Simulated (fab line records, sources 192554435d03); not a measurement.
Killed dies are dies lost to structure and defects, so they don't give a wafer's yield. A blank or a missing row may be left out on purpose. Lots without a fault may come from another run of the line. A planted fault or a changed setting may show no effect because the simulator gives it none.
Chamber matching | flow n5_finfet | N5_BEOL_M9_CMP_52 on cmp-03: 4 sister chambers
The step polishes, stops on SiCOH lowk, t overpolish 7 s, target thk 140 nm. 24 wafers are shown with their chamber, then 12 later ones without.

WAFERS WITH THEIR CHAMBER
wafer  | chamber | motor_current_A (A) | slurry_filter_dp_kPa (kPa) | time_to_endpoint_s (s)
L074.2 | 1       | 6.2                 | 13.34                      | 72
L074.3 | 3       | 6.5                 | 13.34                      | 70
L074.6 | 0       | 6.1                 | 13.40                      | 73
L075.3 | 2       | 7.1                 | 13.34                      | 72
L075.4 | 3       | 6.5                 | 13.16                      | 73
L075.5 | 2       | 6.9                 | 13.44                      | 69
L077.2 | 0       | 6.4                 | 13.53                      | 68
L077.4 | 1       | 6.5                 | 13.46                      | 68
L077.5 | 0       | 6.2                 | 13.60                      | 68
L078.2 | 1       | 6.4                 | 13.34                      | 72
L078.5 | 3       | 5.9                 | 13.48                      | 72
L078.6 | 0       | 5.9                 | 13.74                      | 71
L082.1 | 2       | 7.0                 | 13.76                      | 63
L082.2 | 0       | 6.4                 | 13.57                      | 69
L082.4 | 3       | 6.3                 | 13.22                      | 68
L080.1 | 2       | 7.1                 | 13.35                      | 68
L080.2 | 0       | 6.2                 | 13.52                      | 70
L080.6 | 0       | 6.0                 | 13.49                      | 67
L087.1 | 1       | 6.1                 | 13.44                      | 69
L087.5 | 3       | 6.2                 | 13.35                      | 68
L087.6 | 0       | 5.9                 | 13.54                      | 70
L089.2 | 2       | 7.1                 | 13.78                      | 65
L089.4 | 1       | 6.1                 | 13.50                      | 68
L089.5 | 0       | 6.2                 | 13.66                      | 67

SIGNATURES (means of the wafers above)
reading              | chamber 0 | chamber 1 | chamber 2 | chamber 3 | scatter within a chamber
motor_current_A      | 6.144     | 6.260     | 7.040     | 6.280     | 0.186
slurry_filter_dp_kPa | 13.5611   | 13.4160   | 13.5340   | 13.3100   | 0.133
time_to_endpoint_s   | 69.22     | 69.80     | 67.40     | 70.20     | 2.43
Rule: a wafer's distance from a chamber is the root of the sum, over the readings, of the square of ((its reading less the chamber's mean) divided by the reading's scatter). The wafer belongs to the nearest chamber; if the next one is less than 2 further off, it can't be placed. The scatter: the root of (the sum of the squares of (reading less its chamber's mean) over the shown wafers, divided by (wafers less chambers)).

WAFERS WITHOUT THEIR CHAMBER
wafer  | motor_current_A (A) | slurry_filter_dp_kPa (kPa) | time_to_endpoint_s (s)
L091.1 | 6.3                 | 13.53                      | 69
L091.2 | 7.0                 | 13.64                      | 68
L091.4 | 6.4                 | 13.73                      | 74
L092.3 | 7.0                 | 13.47                      | 67
L092.5 | 6.3                 | 13.66                      | 72
L092.6 | 7.1                 | 13.41                      | 68
L094.2 | 6.8                 | 13.36                      | 69
L094.4 | 6.3                 | 13.47                      | 73
L094.5 | 6.4                 | 13.37                      | 71
L096.1 | 6.4                 | 13.39                      | 69
L096.2 | 7.2                 | 13.34                      | 64
L096.4 | 6.1                 | 13.47                      | 67

WHICH CHAMBER EACH WENT THROUGH
wafer  | from the rows above               | in truth
L091.1 | can't be placed: 0 or 1 or 3      | 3
L091.2 | 2                                 | 2
L091.4 | can't be placed: 0 or 1 or 3 or 2 | 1
L092.3 | 2                                 | 2
L092.5 | can't be placed: 0 or 1 or 3      | 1
L092.6 | 2                                 | 2
L094.2 | can't be placed: 2 or 3 or 1 or 0 | 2
L094.4 | can't be placed: 1 or 3 or 0      | 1
L094.5 | can't be placed: 3 or 1 or 0      | 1
L096.1 | can't be placed: 1 or 3 or 0      | 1
L096.2 | 2                                 | 2
L096.4 | can't be placed: 0 or 1 or 3      | 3
Placed correctly: 4 of 12. Can't be placed from these rows: 8 (the true chamber is among the candidates in 8). Placed wrongly: 0.
